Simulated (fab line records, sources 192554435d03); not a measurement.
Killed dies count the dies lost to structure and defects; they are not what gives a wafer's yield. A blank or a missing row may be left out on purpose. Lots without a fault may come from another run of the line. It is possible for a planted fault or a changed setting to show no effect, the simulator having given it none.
Problem report in the 8D (eight disciplines) form, filled by code	flow n5Finfet	the parts of the form that need people (team, actions taken, sign-off) are left out

== 1. THE ISSUE ==
At N5_BEOL_M9_CMP_52, barrierFieldEndpointS averages 34.0 s over 2 wafers from 2 lots, while fault-free wafers read 29.7 s, standard deviation 0.91. That is +4.8 standard deviations from the usual mean.
The step: polishes, stops on SiCOH lowk, t overpolish 7 s, target thk 140 nm.
The first sign was on wafer L453.6 at day 11 22:32, on cmp-04. At this step, 10 wafers from 4 lots have a number in the record. By rule, "out" or "out of limits" means more than 4 standard deviations away from the usual mean. All remaining wafers that have a number are taken as sound.

== 2. WHAT IT IS, AND WHAT IT ISN'T ==
question	is	is not
which readings at this step	barrierFieldEndpointS	clearingPlatenRpm, motorCurrentA
which lots	L453, L456	L451, L466
which wafers of those lots	L453.6, L456.3	L453.4, L456.2
read on which tools	cmp-04	-
when	from day 11 22:32	up to then (4 sound wafers); but 4 sound wafers of L456, L466 came after

== 3. THE SUSPECTS, EACH WITH WHAT RULES IT OUT ==
Counting: if a tool at a process step up to the reading ran every lot that is out, it stays a suspect. Sound lots after the first of them don't rule it out here, since some wafers of a struck lot are sound.
- pecvd-02 at N5_BEOL_M9_PECVD_70 (deposits SiO2 from TEOS/O2, target thk 20 nm, time 22.7 s): kept. Every lot that is out went through it, the first being L453 (day 11 15:16); the last sound lot it ran before that was L451 (day 11 00:53).
- wetBench-01 at N5_BEOL_M9_HM_STRIP_39 (strips TiN in peroxide tin strip, target depth 25 nm, time 158 s): kept. It ran every lot that is out, first L453 (day 11 18:10).
- cmp-04 at N5_BEOL_M9_CMP_52 (polishes, stops on SiCOH lowk, t overpolish 7 s, target thk 140 nm): kept. Every lot that is out went through it, the first being L453 (day 11 22:32); the last sound lot it ran before that was L451 (day 11 09:16). On those wafers its own readings are out: barrierFieldEndpointS.
- Within wetBench-01 at N5_BEOL_M9_HM_STRIP_39: the wafers that are out ran in chambers 5, 7; their sound lot-mates ran in chambers 1, 6.
After the count, these remain: pecvd-02 at N5_BEOL_M9_PECVD_70, wetBench-01 at N5_BEOL_M9_HM_STRIP_39 and cmp-04 at N5_BEOL_M9_CMP_52.

== 4. THE CAUSE (what the simulator had put in) ==
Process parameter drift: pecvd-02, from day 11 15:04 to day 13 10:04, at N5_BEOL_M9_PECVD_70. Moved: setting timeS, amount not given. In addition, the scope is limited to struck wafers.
Counting leaves 3 suspects; this tool is one of them.

== 5. THE EFFECT CHAIN, in route order ==
Rows list readings where the struck wafers' mean (over those with a number) sits beyond 3 standard deviations from the usual. Scope: only readings with a usual standard deviation given in the record; hours: median across lots of the time from each lot's start at the first step in this table that gives one to its start at this step; sigmas: change in usual standard deviations.
hours	step	reading	usual	on struck wafers	change	sigmas
0	N5_BEOL_M9_CMP_52	barrierFieldEndpointS	29.7 s	34.0	+4.3	+4.8
Process steps it contains:
- N5_BEOL_M9_CMP_52: polishes, stops on SiCOH lowk, t overpolish 7 s, target thk 140 nm.

== 6. HOW IT WOULD HAVE BEEN CAUGHT EARLIER ==
First out-of-limits reading in this record: day 11 22:32, which is 7 hours after fault onset at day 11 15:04.
No tool reading at N5_BEOL_M9_PECVD_70 that has a usual standard deviation in the record was out on any struck wafer, so an alarm limit of 4 standard deviations on those readings would not have fired.
Among the 2 lots that are out, L456 began N5_BEOL_M9_PECVD_70 on pecvd-02 after day 11 22:32. It would have been spared by a hold on the tool at that moment.
